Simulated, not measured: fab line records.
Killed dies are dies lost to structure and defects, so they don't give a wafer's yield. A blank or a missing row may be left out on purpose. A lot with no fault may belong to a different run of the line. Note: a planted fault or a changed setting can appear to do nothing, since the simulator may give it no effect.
Lot-split experiment	flow n5 finfet	on a route of 1938 steps: 7 lots, 39 wafers read

THE SPLIT
At N5_SD_EPI_P_EXPOSE_06 (exposes mask SD P BLK, target cd 240 nm), the setting dose mj was moved away from the recipe's 39.5 on 18 of the 39 wafers read, by -7.2% to -4.4%. For the rest of the wafers, this setting stayed at what the recipe calls for.

FROM THE SPLIT TO THE READING: what the file shows between them, 2 steps
- N5_SD_EPI_P_PEB_07: peb time 60 s
- N5_SD_EPI_P_DEVELOP_08: develop time 30 s

THE READING
At N5_SD_EPI_P_CD_MEAS_09: cd nm in nanometres, against a target cd of 240 nm. A value of 240.0 nm with a standard deviation of 0.79 nm is what fault-free wafers of this fab line usually give.

wafer	tool, chamber at the split	dose mj as run	against the recipe	cd nm, nm	against lot-mates on the recipe
L074.1	arfi scanner-03, 0	39.5	recipe	240.0	-
L074.2	arfi scanner-03, 0	37.51	-5.0%	236.1	-3.1
L074.3	arfi scanner-03, 0	37.51	-5.0%	234.9	-4.3
L074.4	arfi scanner-03, 0	37.51	-5.0%	234.9	-4.3
L074.5	arfi scanner-03, 0	39.5	recipe	238.2	-
L074.6	arfi scanner-03, 0	39.5	recipe	239.4	-
L079.1	arfi scanner-01, 0	36.89	-6.6%	235.8	-5.8
L079.2	arfi scanner-01, 0	36.89	-6.6%	236.1	-5.5
L079.3	arfi scanner-01, 0	36.89	-6.6%	236.6	-5.0
L079.4	arfi scanner-01, 0	39.5	recipe	242.5	-
L079.5	arfi scanner-01, 0	39.5	recipe	241.2	-
L079.6	arfi scanner-01, 0	39.5	recipe	241.1	-
L083.1	arfi scanner-03, 0	39.5	recipe	239.6	-
L083.2	arfi scanner-03, 0	36.67	-7.2%	234.0	-5.3
L083.3	arfi scanner-03, 0	36.67	-7.2%	234.3	-5.0
L083.4	arfi scanner-03, 0	39.5	recipe	239.2	-
L083.5	arfi scanner-03, 0	39.5	recipe	239.2	-
L083.6	arfi scanner-03, 0	36.67	-7.2%	234.4	-4.9
L086.1	arfi scanner-03, 0	37.59	-4.8%	235.9	-4.2
L086.2	arfi scanner-03, 0	39.5	recipe	240.3	-
L086.3	arfi scanner-03, 0	39.5	recipe	240.0	-
L086.4	arfi scanner-03, 0	39.5	recipe	240.1	-
L086.5	arfi scanner-03, 0	37.59	-4.8%	236.1	-4.0
L086.6	arfi scanner-03, 0	37.59	-4.8%	236.2	-3.9
L092.1	arfi scanner-03, 0	37.75	-4.4%	236.4	-2.6
L092.2	arfi scanner-03, 0	39.5	recipe	239.2	-
L092.3	arfi scanner-03, 0	37.75	-4.4%	236.5	-2.5
L092.4	arfi scanner-03, 0	39.5	recipe	238.9	-
L092.5	arfi scanner-03, 0	37.75	-4.4%	236.3	-2.7
L092.6	arfi scanner-03, 0	39.5	recipe	238.9	-
L096.1	arfi scanner-01, 0	36.9	-6.6%	235.7	-4.1
L096.2	arfi scanner-01, 0	36.9	-6.6%	234.9	-4.9
L096.3	arfi scanner-01, 0	36.9	-6.6%	234.0	-5.8
L096.4	arfi scanner-01, 0	39.5	recipe	239.1	-
L096.5	arfi scanner-01, 0	39.5	recipe	240.3	-
L096.6	arfi scanner-01, 0	39.5	recipe	240.1	-
L097.1	arfi scanner-03, 0	39.5	recipe	239.4	-
L097.4	arfi scanner-03, 0	39.5	recipe	239.8	-
L097.5	arfi scanner-03, 0	39.5	recipe	238.1	-

THE FIT
A straight line over all 39 wafers: cd nm changes by +0.721 nm for each +1% of dose mj; r = +0.92; the points scatter about the line by 0.9 nm.
The same after taking each lot's own level away (the mean of its wafers on the recipe; 39 wafers): +0.756 nm for each +1%; r = +0.97; scatter 0.56 nm.
Per that fit: largest dose mj move, reading shift of 5.4 nm.
Across the lots, their own levels run from 239.00 to 241.60 nm, a range of 3.3 times the standard deviation given above.
So the lot-to-lot level changes the slope little: the two slopes agree.
Check: for one of the wafers moved furthest among these (-7.2%), held out of the fit, the line's prediction against its lot-mates is -5.41 nm. Against them it came out at -5.33 nm.

THE WHOLE CHAIN: every reading that the file lists as answering this split, in the file's order
step	what it does	reading	change (the file's fit)	r (the file's)
N5_SD_EPI_P_CD_MEAS_09	target cd 240 nm	cd nm	+0.753 nm for each +1% of the setting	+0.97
N5_SD_EPI_P_DESCUM_14	chemistry O2, time 7.9 s	SD_EPI_P.cd nm (the simulator's own value, which no gauge read)	+0.742 nm for each +1% of the setting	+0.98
N5_SD_EPI_P_ETCH_37	etches SOC in N2/H2, overetch 108 nm, time 486 s	SD_EPI_P.cd nm (the simulator's own value, which no gauge read)	+0.704 nm for each +1% of the setting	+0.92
N5_SD_EPI_P_SD_RECESS_17	chemistry HBr/Cl2/O2, target depth 39.1 nm, bt time 3 s	SD_EPI_P.cd nm (the simulator's own value, which no gauge read)	+0.706 nm for each +1% of the setting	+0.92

FILE'S OWN FIT
cd nm changes by +0.753 nm for each +1% of dose mj, r = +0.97.
